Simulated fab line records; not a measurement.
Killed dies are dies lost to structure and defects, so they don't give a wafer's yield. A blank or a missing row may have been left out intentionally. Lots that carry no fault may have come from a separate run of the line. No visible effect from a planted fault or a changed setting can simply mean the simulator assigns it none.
Chamber matching :: flow nand-harc :: pecvd-02 running NHARC_P_M0_PRE_CLEAN_31: 3 sister chambers
The step time 12 s. 3 wafers are shown with their chamber, then 7 later ones without.

WAFERS, EACH WITH ITS CHAMBER
wafer: L089.6
chamber: 0
heater-power-w (W): 676

wafer: L095.3
chamber: 2
heater-power-w (W): 570

wafer: L095.5
chamber: 1
heater-power-w (W): 669

WAFERS WITH NO CHAMBER GIVEN
wafer: L095.6
heater-power-w (W): 576

wafer: L094.1
heater-power-w (W): 599

wafer: L094.3
heater-power-w (W): 668

wafer: L094.4
heater-power-w (W): 574

wafer: L097.1
heater-power-w (W): 629

wafer: L097.2
heater-power-w (W): 591

wafer: L097.5
heater-power-w (W): 574

CHAMBER TAKEN BY EACH
wafer: L095.6
from the rows above: 2
in truth: 2

wafer: L094.1
from the rows above: can't be placed: 2 or 1
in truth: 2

wafer: L094.3
from the rows above: can't be placed: 1 or 0
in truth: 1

wafer: L094.4
from the rows above: 2
in truth: 2

wafer: L097.1
from the rows above: can't be placed: 1 or 0 or 2
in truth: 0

wafer: L097.2
from the rows above: 2
in truth: 2

wafer: L097.5
from the rows above: 2
in truth: 2
4 of 7 placed correctly. Can't be placed from these rows: 3 (the true chamber is among the candidates in 3). Wrongly placed: 0.
How it was worked out, from the rows above alone: a wafer's distance from a chamber is the root of the sum, over the readings, of the square of ((its reading less the chamber's mean) divided by the reading's scatter). The wafer belongs to the nearest chamber; if the next one is less than 2 further off, it can't be placed. For every chamber, the mean is computed from those of its wafers that are shown. The scatter (one wafer shown for each chamber): square how far every hidden wafer sits from the nearest shown wafer, average those squares and take the square root.
